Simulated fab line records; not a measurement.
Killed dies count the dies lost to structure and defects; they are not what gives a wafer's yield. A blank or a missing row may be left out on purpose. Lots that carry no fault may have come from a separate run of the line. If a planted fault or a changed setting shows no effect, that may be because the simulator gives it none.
Chamber matching | flow n5-finfet | N5_BEOL_M10_CURE_71 on uv-cure-03 has 3 sister chambers
The step cures SiCOH lowk, time 240 s. 18 wafers are shown with their chamber, then 9 later ones without.

WAFERS PAIRED WITH THEIR CHAMBERS
wafer  | chamber | wafer_temp_C_max | lamp-power-pct (%)
L084.1 | 2       | 386.3            | 52.37
L084.5 | 2       | 386.4            | 52.31
L084.6 | 2       | 385.9            | 52.44
L085.2 | 1       | 387.0            | 52.28
L085.4 | 1       | 387.4            | 52.43
L085.5 | 1       | 387.7            | 52.27
L090.2 | 0       | 386.5            | 52.28
L090.3 | 0       | 386.5            | 52.30
L090.5 | 0       | 386.9            | 52.28
L088.1 | 0       | 386.6            | 52.29
L088.4 | 0       | 386.2            | 52.32
L088.5 | 0       | 386.8            | 52.34
L089.2 | 2       | 386.7            | 52.37
L089.3 | 2       | 386.5            | 52.26
L089.6 | 2       | 387.1            | 52.27
L091.1 | 1       | 387.9            | 52.28
L091.4 | 1       | 387.8            | 52.40
L091.5 | 1       | 387.7            | 52.33

SIGNATURES (means of the wafers above)
reading          | chamber 0 | chamber 1 | chamber 2 | scatter within a chamber
wafer_temp_C_max | 386.583   | 387.583   | 386.483   | 0.333
lamp-power-pct   | 52.3017   | 52.3317   | 52.3367   | 0.0579
Rule: a wafer lies at a distance from a chamber equal to the root of the sum of squares, over the readings, of (its reading less the chamber's mean, divided by the reading's scatter). The wafer belongs to the nearest chamber; if the next one is less than 2 further off, it can't be placed. The scatter is the square root of a quotient: the sum, over the shown wafers, of each reading's squared deviation from its chamber's mean, divided by wafers minus chambers.

WAFERS WHOSE CHAMBER IS MISSING
wafer  | wafer_temp_C_max | lamp-power-pct (%)
L094.1 | 387.4            | 52.28
L094.4 | 386.7            | 52.32
L094.5 | 387.5            | 52.32
L095.2 | 386.1            | 52.30
L095.4 | 386.4            | 52.33
L095.6 | 386.5            | 52.29
L097.2 | 386.8            | 52.24
L097.4 | 387.3            | 52.23
L097.5 | 386.3            | 52.29

WHICH CHAMBER EACH WENT THROUGH
wafer  | from the rows above          | in truth
L094.1 | can't be placed: 1 or 0 or 2 | 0
L094.4 | can't be placed: 0 or 2      | 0
L094.5 | 1                            | 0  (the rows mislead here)
L095.2 | can't be placed: 2 or 0      | 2
L095.4 | can't be placed: 2 or 0      | 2
L095.6 | can't be placed: 0 or 2      | 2
L097.2 | can't be placed: 0 or 2 or 1 | 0
L097.4 | can't be placed: 1 or 0 or 2 | 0
L097.5 | can't be placed: 0 or 2      | 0
Placed correctly: 0 of 9. Not placeable from these rows: 8 (in 8, the candidates include the true chamber). Number placed wrongly: 1.
